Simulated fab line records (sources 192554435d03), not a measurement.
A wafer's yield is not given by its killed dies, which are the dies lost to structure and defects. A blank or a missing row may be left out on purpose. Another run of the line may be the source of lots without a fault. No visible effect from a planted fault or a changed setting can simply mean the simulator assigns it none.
Which tool is to blame? + flow n5 finfet + 10 lots, 28 wafers sampled, at 6 steps of a route of 1938

WHAT THE GAUGES READ, wafer by wafer
No reading from a measuring or inspecting step in the record can be judged against a usual standard deviation.

WHAT TOOL EACH LOT RAN ON (gives the tool, then ch and the chambers of the sampled wafers, and finally the start)
| lot  | N5_BEOL_M6_PECVD_70             | N5_BEOL_M6_ETCH_41                            | N5_BEOL_M6_CMP_52             | N5_BEOL_M6_DEP_56               | N5_BEOL_M7_HM_DEP_02         | N5_PASSIVATION_PROBE_49 |
|------|---------------------------------|-----------------------------------------------|-------------------------------|---------------------------------|------------------------------|-------------------------|
| L869 | pecvd-04 ch 0,1, day 9 18:37    | rie diel-06 ch 1,2,3, day 10 02:58 or earlier | cmp-03 ch 1,3, day 10 02:58   | pecvd-04 ch 0,1,2, day 10 03:17 | pvd sputter-01, day 10 04:58 | -                       |
| L868 | pecvd-04 ch 1,2, day 9 20:31    | rie diel-06 ch 1,2,3, day 10 05:31 or earlier | cmp-03 ch 0,1,3, day 10 05:31 | pecvd-02 ch 0,1, day 10 05:50   | pvd sputter-02, day 10 06:41 | -                       |
| L870 | pecvd-02 ch 0,1,2, day 10 02:46 | rie diel-03 ch 0,2, day 10 08:51 or earlier   | cmp-01 ch 1,2, day 10 08:51   | pecvd-02 ch 0,1,2, day 10 09:13 | pvd sputter-03, day 10 11:08 | -                       |
| L874 | pecvd-02 ch 0,1,2, day 10 18:29 | rie diel-03 ch 0,2,3, day 10 23:53 or earlier | cmp-01 ch 0,1,2, day 10 23:53 | pecvd-04 ch 0,1,2, day 11 00:15 | pvd sputter-01, day 11 01:34 | -                       |
| L877 | pecvd-04 ch 2, day 11 22:00     | rie diel-03 ch 1,3, day 12 04:30 or earlier   | cmp-04 ch 1,3, day 12 04:30   | pecvd-01 ch 0, day 12 04:44     | pvd sputter-03, day 12 06:19 | prober-02, day 15 12:15 |
| L879 | pecvd-04 ch 1,2, day 12 10:10   | rie diel-06 ch 1,2, day 12 17:37 or earlier   | cmp-04 ch 0,1,2, day 12 17:37 | pecvd-04 ch 0,1,2, day 12 17:52 | pvd sputter-02, day 12 18:56 | -                       |
| L880 | pecvd-04 ch 0,1, day 12 15:17   | rie diel-03 ch 0,2, day 12 23:33 or earlier   | cmp-03 ch 2,3, day 12 23:33   | pecvd-01 ch 1,2, day 12 23:54   | pvd sputter-02, day 13 01:39 | -                       |
| L883 | pecvd-01 ch 0,2, day 13 01:01   | rie diel-06 ch 1,2, day 13 07:32 or earlier   | cmp-04 ch 0,3, day 13 07:32   | pecvd-01 ch 0,2, day 13 07:52   | pvd sputter-03, day 13 08:59 | -                       |
| L884 | pecvd-02 ch 0,2, day 13 08:34   | rie diel-03 ch 0,1,2, day 13 15:04 or earlier | cmp-03 ch 0,1,2, day 13 15:04 | pecvd-02 ch 0,2, day 13 15:23   | pvd sputter-02, day 13 18:14 | -                       |
| L886 | pecvd-01 ch 0,1,2, day 14 09:51 | rie diel-03 ch 1,2,3, day 14 16:28 or earlier | cmp-04 ch 0,1,3, day 14 16:28 | pecvd-01 ch 1,2, day 14 16:46   | pvd sputter-03, day 14 17:36 | -                       |
- N5_BEOL_M6_PECVD_70: deposits SiO2 from TEOS/O2, target thk 20 nm, time 22.7 s.
- N5_BEOL_M6_ETCH_41: etches SiCN in CH3F/O2, target depth 29.7 nm, time 52 s.
- N5_BEOL_M6_CMP_52: polishes, stops on SiCOH lowk, t overpolish 6.9 s, target thk 80 nm.
- N5_BEOL_M6_DEP_56: deposits SiCN from 3MS/NH3, target thk 10 nm, time 17.5 s.
- N5_BEOL_M7_HM_DEP_02: deposits TiN, target thk 20 nm.
- N5_PASSIVATION_PROBE_49

WHAT THE TOOLS THEMSELVES READ (means of the sampled wafers that have a number; where no wafer has one, the mark that the record gives instead)
N5_BEOL_M6_PECVD_70.
| lot  | tool     | heater power w (W) | showerhead plenum p Torr (Torr) | showerhead vpp V (V) | throttle valve pct (%) |
|------|----------|--------------------|---------------------------------|----------------------|------------------------|
| L869 | pecvd-04 | 731                | 8.76                            | 1220                 | 23.8                   |
| L868 | pecvd-04 | 765                | 8.87                            | 1304                 | 21.3                   |
| L870 | pecvd-02 | 700                | 8.79                            | 1314                 | 22.9                   |
| L874 | pecvd-02 | 752                | 8.81                            | 1325                 | 22.9                   |
| L877 | pecvd-04 | 757                | 8.89                            | 1350                 | 20.0                   |
| L879 | pecvd-04 | 766                | 8.80                            | 1278                 | 23.0                   |
| L880 | pecvd-04 | 674                | 8.74                            | 1226                 | 23.3                   |
| L883 | pecvd-01 | 679                | 8.77                            | 1290                 | 21.3                   |
| L884 | pecvd-02 | 713                | 8.80                            | 1322                 | 22.7                   |
| L886 | pecvd-01 | 748                | 8.80                            | 1303                 | 21.6                   |

N5_BEOL_M6_ETCH_41.
| lot  | tool        | O2_flow_sccm (sccm) | chamber pressure mTorr (mTorr) | drypump motor current A (A) | oes product au (a.u.) | rf vpp V (V) | showerhead plenum p Torr (Torr) | throttle valve pct (%) |
|------|-------------|---------------------|--------------------------------|-----------------------------|-----------------------|--------------|---------------------------------|------------------------|
| L869 | rie diel-06 | 20.04               | 29.99                          | 5.8                         | 0.79                  | 297.2        | 2.00                            | 16.13                  |
| L868 | rie diel-06 | 20.02               | 30.02                          | 5.8                         | 0.80                  | 298.2        | 2.00                            | 16.13                  |
| L870 | rie diel-03 | 20.00               | 30.03                          | 6.2                         | 0.75                  | 296.2        | 1.92                            | 16.40                  |
| L874 | rie diel-03 | 19.97               | 30.05                          | 6.0                         | 0.79                  | 295.0        | 1.93                            | 16.35                  |
| L877 | rie diel-03 | 20.04               | 30.04                          | 5.4                         | 0.87                  | 297.7        | 1.98                            | 16.28                  |
| L879 | rie diel-06 | 19.96               | 29.98                          | 5.6                         | 0.84                  | 298.6        | 2.07                            | 16.05                  |
| L880 | rie diel-03 | 19.97               | 30.02                          | 6.2                         | 0.74                  | 296.2        | 1.92                            | 16.43                  |
| L883 | rie diel-06 | 20.04               | 30.00                          | 5.5                         | 0.78                  | 297.9        | 2.02                            | 16.09                  |
| L884 | rie diel-03 | 20.03               | 30.02                          | 5.8                         | 0.79                  | 297.2        | 1.95                            | 16.39                  |
| L886 | rie diel-03 | 19.94               | 30.00                          | 5.7                         | 0.79                  | 296.5        | 1.95                            | 16.36                  |

N5_BEOL_M6_CMP_52.
| lot  | tool   | barrier field endpoint s (s) | clearing platen down force psi (psi) | motor current A (A) | overpolish run s (s) |
|------|--------|------------------------------|--------------------------------------|---------------------|----------------------|
| L869 | cmp-03 | 29.2                         | 1.502                                | 5.3                 | 6.890                |
| L868 | cmp-03 | 29.1                         | 1.501                                | 5.6                 | 6.900                |
| L870 | cmp-01 | 28.6                         | 1.502                                | 5.5                 | 6.907                |
| L874 | cmp-01 | 28.2                         | 1.499                                | 5.7                 | 6.901                |
| L877 | cmp-04 | 38.5                         | 1.500                                | 6.6                 | 3.473                |
| L879 | cmp-04 | 34.9                         | 1.505                                | 5.9                 | 4.952                |
| L880 | cmp-03 | 36.4                         | 1.502                                | 5.7                 | 4.051                |
| L883 | cmp-04 | 29.3                         | 1.499                                | 6.2                 | 6.900                |
| L884 | cmp-03 | 28.7                         | 1.500                                | 5.4                 | 6.896                |
| L886 | cmp-04 | 29.1                         | 1.501                                | 6.5                 | 6.905                |

N5_BEOL_M6_DEP_56.
| lot  | tool     | showerhead plenum p Torr (Torr) | showerhead vpp V (V) | throttle valve pct (%) |
|------|----------|---------------------------------|----------------------|------------------------|
| L869 | pecvd-04 | 3.671                           | 848                  | 8.9                    |
| L868 | pecvd-02 | 3.666                           | 900                  | 9.6                    |
| L870 | pecvd-02 | 3.667                           | 889                  | 9.2                    |
| L874 | pecvd-04 | 3.668                           | 847                  | 8.9                    |
| L877 | pecvd-01 | 3.649                           | 854                  | 8.9                    |
| L879 | pecvd-04 | 3.665                           | 848                  | 8.9                    |
| L880 | pecvd-01 | 3.667                           | 878                  | 8.6                    |
| L883 | pecvd-01 | 3.661                           | 875                  | 8.5                    |
| L884 | pecvd-02 | 3.671                           | 886                  | 9.1                    |
| L886 | pecvd-01 | 3.675                           | 884                  | 8.5                    |

N5_BEOL_M7_HM_DEP_02.
| lot  | tool           | throttle valve pct (%) |
|------|----------------|------------------------|
| L869 | pvd sputter-01 | 30.1                   |
| L868 | pvd sputter-02 | 30.6                   |
| L870 | pvd sputter-03 | 29.9                   |
| L874 | pvd sputter-01 | 30.5                   |
| L877 | pvd sputter-03 | 31.0                   |
| L879 | pvd sputter-02 | 29.9                   |
| L880 | pvd sputter-02 | 29.8                   |
| L883 | pvd sputter-03 | 29.4                   |
| L884 | pvd sputter-02 | 30.2                   |
| L886 | pvd sputter-03 | 29.0                   |

N5_PASSIVATION_PROBE_49.
| lot  | tool      | defect limited yield (%) | killed_at_M0_to_M3 | killed_at_M4_up | killed at contacts | killed at front end | killed at other | killed dies | killed on rim | killed open | killed short | sort_bin_5_function (%) | sort_bin_6_memory (%) | sort n pass | sort yield pct (%) |
|------|-----------|--------------------------|--------------------|-----------------|--------------------|---------------------|-----------------|-------------|---------------|-------------|--------------|-------------------------|-----------------------|-------------|--------------------|
| L877 | prober-02 | 93.4                     | 23                 | 11              | 8                  | 32                  | 4               | 78          | 10            | 48          | 30           | 4.5                     | 1.9                   | 1102        | 93.4               |

THE ANSWER, worked out from the rows above alone
Rule: usual is defined by the lots themselves. Put in order of their means at a reading, lots are off if they are a third of the lots or fewer, leave a main group of 4 or more, and stand apart from it by a gap of 3 or more times the standard deviation of the main group's means; of several such gaps the widest counts. If all means in a main group match to the digits the tables above print for the reading, that group is not used. Also off: a lot with no number at a reading for which 4 or more lots have one. Any other lot the step has rows for is counted as sound. Order of review: gauges by route order, followed by the tools' own readings, for which a lot's mean as printed above is used. At the first step where some lot is off, the reading lying furthest off is the one used; lots without a number count as furthest.
Off: L877, L879, L880 (N5_BEOL_M6_CMP_52, overpolish run s). Main group: mean 6.900 s, sd 0.0052.
If a tool, at that step or one of the process steps before it, ran each lot that is off and ran no sound lot following the first of them, it fits. N5_BEOL_M6_ETCH_41: start missing for some lots; hours and lot order therefore follow N5_BEOL_M6_CMP_52. One fits: pecvd-04 at N5_BEOL_M6_PECVD_70. A fault onset in the window from L868 (day 9 20:31, its last sound lot) to L877 (day 11 22:00, its first lot off) fits.

WHAT HAD BEEN PUT IN BY THE SIMULATOR
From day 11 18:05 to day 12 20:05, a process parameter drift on pecvd-04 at N5_BEOL_M6_PECVD_70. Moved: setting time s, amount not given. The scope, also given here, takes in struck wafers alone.
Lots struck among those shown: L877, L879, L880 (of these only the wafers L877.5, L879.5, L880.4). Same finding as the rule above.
